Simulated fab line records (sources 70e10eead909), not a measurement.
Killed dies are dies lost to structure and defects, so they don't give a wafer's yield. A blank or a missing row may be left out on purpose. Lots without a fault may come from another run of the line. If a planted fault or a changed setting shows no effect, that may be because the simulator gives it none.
Chamber matching || flow nand harc || rie diel-05 running NHARC_A_STAIRCASE_DESCUM_443: 4 sister chambers
The step chemistry O2, time 3 s. 18 wafers are shown with their chamber, then 9 later ones without.

## WAFERS PAIRED WITH THEIR CHAMBERS
{"wafer": "L074.3", "chamber": 0, "drypump motor current A (A)": 5.40, "showerhead plenum p Torr (Torr)": 1.87, "oes product au (a.u.)": 0.994}
{"wafer": "L074.5", "chamber": 1, "drypump motor current A (A)": 6.09, "showerhead plenum p Torr (Torr)": 1.79, "oes product au (a.u.)": 1.011}
{"wafer": "L074.6", "chamber": 0, "drypump motor current A (A)": 5.40, "showerhead plenum p Torr (Torr)": 1.87, "oes product au (a.u.)": 0.986}
{"wafer": "L077.2", "chamber": 3, "drypump motor current A (A)": 5.76, "showerhead plenum p Torr (Torr)": 1.84, "oes product au (a.u.)": 0.995}
{"wafer": "L077.4", "chamber": 0, "drypump motor current A (A)": 5.41, "showerhead plenum p Torr (Torr)": 1.86, "oes product au (a.u.)": 0.979}
{"wafer": "L077.6", "chamber": 2, "drypump motor current A (A)": 6.07, "showerhead plenum p Torr (Torr)": 1.89, "oes product au (a.u.)": 0.994}
{"wafer": "L079.1", "chamber": 0, "drypump motor current A (A)": 5.42, "showerhead plenum p Torr (Torr)": 1.86, "oes product au (a.u.)": 0.995}
{"wafer": "L079.2", "chamber": 1, "drypump motor current A (A)": 6.06, "showerhead plenum p Torr (Torr)": 1.79, "oes product au (a.u.)": 1.015}
{"wafer": "L079.6", "chamber": 1, "drypump motor current A (A)": 6.05, "showerhead plenum p Torr (Torr)": 1.79, "oes product au (a.u.)": 1.009}
{"wafer": "L081.4", "chamber": 3, "drypump motor current A (A)": 5.77, "showerhead plenum p Torr (Torr)": 1.84, "oes product au (a.u.)": 0.990}
{"wafer": "L081.5", "chamber": 2, "drypump motor current A (A)": 6.06, "showerhead plenum p Torr (Torr)": 1.88, "oes product au (a.u.)": 1.002}
{"wafer": "L081.6", "chamber": 1, "drypump motor current A (A)": 6.07, "showerhead plenum p Torr (Torr)": 1.79, "oes product au (a.u.)": 1.012}
{"wafer": "L084.2", "chamber": 1, "drypump motor current A (A)": 6.06, "showerhead plenum p Torr (Torr)": 1.78, "oes product au (a.u.)": 0.995}
{"wafer": "L084.3", "chamber": 0, "drypump motor current A (A)": 5.43, "showerhead plenum p Torr (Torr)": 1.85, "oes product au (a.u.)": 0.963}
{"wafer": "L084.6", "chamber": 3, "drypump motor current A (A)": 5.75, "showerhead plenum p Torr (Torr)": 1.83, "oes product au (a.u.)": 0.978}
{"wafer": "L087.1", "chamber": 3, "drypump motor current A (A)": 5.81, "showerhead plenum p Torr (Torr)": 1.83, "oes product au (a.u.)": 0.986}
{"wafer": "L087.3", "chamber": 0, "drypump motor current A (A)": 5.41, "showerhead plenum p Torr (Torr)": 1.85, "oes product au (a.u.)": 0.962}
{"wafer": "L087.4", "chamber": 2, "drypump motor current A (A)": 6.08, "showerhead plenum p Torr (Torr)": 1.88, "oes product au (a.u.)": 1.013}

SIGNATURES, as means of the wafers listed above
{"reading": "drypump motor current A", "chamber 0": 5.4117, "chamber 1": 6.0660, "chamber 2": 6.0700, "chamber 3": 5.7725, "scatter within a chamber": 0.0166}
{"reading": "showerhead plenum p Torr", "chamber 0": 1.8600, "chamber 1": 1.7880, "chamber 2": 1.8833, "chamber 3": 1.8350, "scatter within a chamber": 0.0068}
{"reading": "oes product au", "chamber 0": 0.97983, "chamber 1": 1.00840, "chamber 2": 1.00300, "chamber 3": 0.98725, "scatter within a chamber": 0.0109}
Rule: for each reading, subtract the chamber's mean from the wafer's reading, divide by that reading's scatter and square the result; add these up over the readings and take the root, which gives the wafer's distance from the chamber. The wafer belongs to the nearest chamber; if the next one is less than 2 further off, it can't be placed. The scatter: the root of (the sum of the squares of (reading less its chamber's mean) over the shown wafers, divided by (wafers less chambers)).

## WAFERS WITH NO CHAMBER GIVEN
{"wafer": "L094.3", "drypump motor current A (A)": 6.08, "showerhead plenum p Torr (Torr)": 1.87, "oes product au (a.u.)": 1.006}
{"wafer": "L094.4", "drypump motor current A (A)": 5.40, "showerhead plenum p Torr (Torr)": 1.85, "oes product au (a.u.)": 0.998}
{"wafer": "L094.5", "drypump motor current A (A)": 5.77, "showerhead plenum p Torr (Torr)": 1.83, "oes product au (a.u.)": 0.988}
{"wafer": "L097.1", "drypump motor current A (A)": 5.43, "showerhead plenum p Torr (Torr)": 1.84, "oes product au (a.u.)": 1.001}
{"wafer": "L097.2", "drypump motor current A (A)": 6.07, "showerhead plenum p Torr (Torr)": 1.87, "oes product au (a.u.)": 1.005}
{"wafer": "L097.3", "drypump motor current A (A)": 6.05, "showerhead plenum p Torr (Torr)": 1.77, "oes product au (a.u.)": 0.974}
{"wafer": "L097.4", "drypump motor current A (A)": 5.40, "showerhead plenum p Torr (Torr)": 1.84, "oes product au (a.u.)": 0.997}
{"wafer": "L097.5", "drypump motor current A (A)": 6.06, "showerhead plenum p Torr (Torr)": 1.77, "oes product au (a.u.)": 0.981}
{"wafer": "L097.6", "drypump motor current A (A)": 6.07, "showerhead plenum p Torr (Torr)": 1.87, "oes product au (a.u.)": 1.009}

## WHICH CHAMBER EACH WENT THROUGH
{"wafer": "L094.3", "from the rows above": 2, "in truth": 2}
{"wafer": "L094.4", "from the rows above": 0, "in truth": 0}
{"wafer": "L094.5", "from the rows above": 3, "in truth": 3}
{"wafer": "L097.1", "from the rows above": 0, "in truth": 0}
{"wafer": "L097.2", "from the rows above": 2, "in truth": 2}
{"wafer": "L097.3", "from the rows above": 1, "in truth": 1}
{"wafer": "L097.4", "from the rows above": 0, "in truth": 0}
{"wafer": "L097.5", "from the rows above": 1, "in truth": 1}
{"wafer": "L097.6", "from the rows above": 2, "in truth": 2}
Placed correctly: 9 of 9. Number that these rows cannot place: 0. Placed wrongly: 0.
